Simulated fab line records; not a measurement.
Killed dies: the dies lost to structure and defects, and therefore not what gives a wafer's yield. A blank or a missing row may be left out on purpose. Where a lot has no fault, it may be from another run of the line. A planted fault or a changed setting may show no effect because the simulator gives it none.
A struck lot beside a sound one / flow n5Finfet / 38 out of 1938 route steps
Sound: these wafers, L278.1, L278.2, L278.4. Struck: wafer L265.3. (L265.4, L265.5 of the same lot were not struck and are left out.) The cause comes at the end.
Order at every step that has rows: each side's tool, ch and its chambers, its first start. Under that, the readings that differ: sound wafers / struck wafers / difference of the means / sigmas: that difference in standard deviations of wafers without a fault.
alike: same words and numbers on both sides, and readings whose means sit less than 2 such deviations apart. not compared: any withheld reading, any reading some wafer has no value for, any bound like >300 that may hide the same value, and any number with overlapping values for which the record gives no deviation.
Wherever a step has rows on one side only, a row that says differs or no value, or a row with sigmas, the two part there. Numbers that have no deviation but don't overlap get no sigmas and don't part them. A reading missing from all wafers of one side parts the sides only when that side holds two or more wafers.

first, 9 steps without rows for these wafers: N5_BEOL_M4_ANNEAL_95 (time 240 s); N5_BEOL_M4_SPUTTER_96 (material Cu, target thk 4.5 nm, time 8.29 s); N5_BEOL_M4_ECD_50 (material Cu, target thk 300 nm); N5_BEOL_M4_ANNEAL_51 (time 90 s); N5_BEOL_M4_CMP_52 (polishes, stops on SiOC, t overpolish 6.8 s, target thk 40 nm); N5_BEOL_M4_PRE_CLEAN_60 (time 15 s); N5_BEOL_M4_CO_CAP_55 (material Co, precursor CCTBA/H2, target thk 2 nm, time 102.1 s); N5_BEOL_M4_PRE_CLEAN_56 (time 15 s); N5_BEOL_M4_DEP_57 (deposits SiCN from 3MS/NH3, target thk 8 nm, time 14 s).
N5_BEOL_M4_RC_MEAS_101:
  sound on prober-02 ch 0, day 13 23:39; struck on prober-02 ch 0, day 9 20:22
reading=DIBL_N (mV/V); sound=39.1 36.7 36.7; struck=34.0; difference=-3.5; sigmas=-2
reading=IOFF_P (nA/um); sound=0.29 0.26 0.25; struck=0.14; difference=-0.13; sigmas=-3
reading=ION_N (uA/um); sound=677 685 680; struck=641; difference=-40; sigmas=-3
reading=ION_P (uA/um); sound=474 479 469; struck=437; difference=-37; sigmas=-5
reading=SS_N (mV/dec); sound=72.7 71.5 71.8; struck=70.4; difference=-1.6; sigmas=-3
reading=VT_P (mV); sound=-244 -242 -247; struck=-259; difference=-15; sigmas=-5
  alike: DIBL_P, IOFF_N, SS_P, VT_N
then, 24 steps without rows for these wafers: N5_BEOL_M5_ILD_DEP_00 (deposits SiCOH lowk from DEMS/porogen, target thk 140.64 nm, time 25.9 s); N5_BEOL_M5_CURE_79 (cures SiCOH lowk, time 240 s); N5_BEOL_M5_PECVD_70 (deposits SiO2 from TEOS/O2, target thk 16 nm, time 18 s); N5_BEOL_M5_HM_DEP_02 (deposits TiN, target thk 20 nm); N5_BEOL_M5_COAT_59 (time 60 s, resist thk 60 nm); N5_BEOL_M5_COAT_60 (time 60 s, resist thk 12 nm); N5_BEOL_M5_COAT_71 (time 60 s, resist thk 5 nm); N5_BEOL_M5_COAT_05 (resist thk 30 nm); N5_BEOL_M5_EBR_07; N5_BEOL_M5_SOFTBAKE_06 (time 60 s); N5_BEOL_M5_EXPOSE_08 (exposes mask M5, target cd 28 nm); N5_BEOL_M5_PEB_09 (peb time 60 s); N5_BEOL_M5_DEVELOP_10 (develop time 30 s); N5_BEOL_M5_DESCUM_16 (chemistry O2, time 7 s); N5_BEOL_M5_ETCH_72 (etches underlayer in N2/H2, target depth 6.5 nm, time 5.2 s); N5_BEOL_M5_ETCH_61 (etches SiARC in CF4, target depth 15.6 nm, time 26 s); N5_BEOL_M5_ETCH_62 (etches SOC in N2/H2, target depth 75 nm, overetch 15 nm, time 112.5 s); N5_BEOL_M5_STRIP_63 (strips in N2/H2); N5_BEOL_M5_STRIP_73 (strips in N2/H2); N5_BEOL_M5_STRIP_64 (strips in CF4); N5_BEOL_M5_HM_OPEN_17 (chemistry Cl2/BCl3, target TiN, target depth 20 nm, overetch 6 nm); N5_BEOL_M5_STRIP_19 (strips in O2); N5_BEOL_M5_COAT_65 (time 60 s, resist thk 60 nm); N5_BEOL_M5_COAT_66 (time 60 s, resist thk 12 nm).
-- a jump in the record: the struck wafers' starts before and after are 4 days apart (it breaks off in module BEOL_M5 and resumes in module BEOL_M14, where the first step shown is number 1767 of the route) --
N5_BEOL_M14_CMP_49: polishes, stops on SiO2, t overpolish 5.2 s, target thk 560 nm.
  sound on cmp-01 ch 0,2,3, day 17 03:37; struck on cmp-01 ch 0, day 13 17:19
reading=barrierFieldEndpointS (s); sound=11.32 11.50 11.25; struck=23.27; difference=+11.91; sigmas=+46
reading=overpolishRunS (s); sound=5.221 5.201 5.195; struck=2.751; difference=-2.455; sigmas=-99 or more
reading=timeToEndpointS (s); sound=122 127 124; struck=158; difference=+34; sigmas=+8
  alike: clearingPlatenRpm, motorCurrentA
N5_BEOL_M14_THK_MEAS_50: measures by xrf.
  sound on filmMetro-02, day 17 03:55; struck on filmMetro-02, day 13 17:36
reading=M14_THK (nm); sound=573 590 581; struck=1076; difference=+495; sigmas=+31
N5_BEOL_M14_INSPECT_55: inspects for defects (darkfield).
  sound on defectInspect-01, day 17 04:05; struck on defectInspect-01, day 13 17:46
reading=rawDefectCount; sound=39 91 39; struck=6352; difference=+6296; sigmas=+99 or more
N5_PASSIVATION_PROBE_49:
  sound on prober-01, day 18 02:58; struck on prober-02, day 14 18:27
reading=defectLimitedYield (%); sound=90.2 90.7 90.2; struck=0; difference=-90; sigmas=-65
reading=killed_at_M4_up; sound=23 21 18; struck=1057; difference=+1036; sigmas=+99 or more
reading=killedAtFrontEnd; sound=41 35 53; struck=67; difference=+24; sigmas=+2
reading=killedDies; sound=116 110 116; struck=1180; difference=+1066; sigmas=+63
reading=killedOnRim; sound=10 8 13; struck=152; difference=+142; sigmas=+35
reading=sortNPass; sound=1064 1070 1064; struck=0; difference=-1066; sigmas=-63
reading=sortYieldPct (%); sound=90.2 90.7 90.2; struck=0; difference=-90; sigmas=-65
  alike: killed_at_M0_to_M3, killedAtContacts, killedAtOther, killedOpen, killedShort, sort_bin_5_function, sort_bin_6_memory

WHERE THEY PART
Last at N5_PASSIVATION_PROBE_49 as far as this record goes, first at N5_BEOL_M4_RC_MEAS_101.

WHY: what the simulator had put in
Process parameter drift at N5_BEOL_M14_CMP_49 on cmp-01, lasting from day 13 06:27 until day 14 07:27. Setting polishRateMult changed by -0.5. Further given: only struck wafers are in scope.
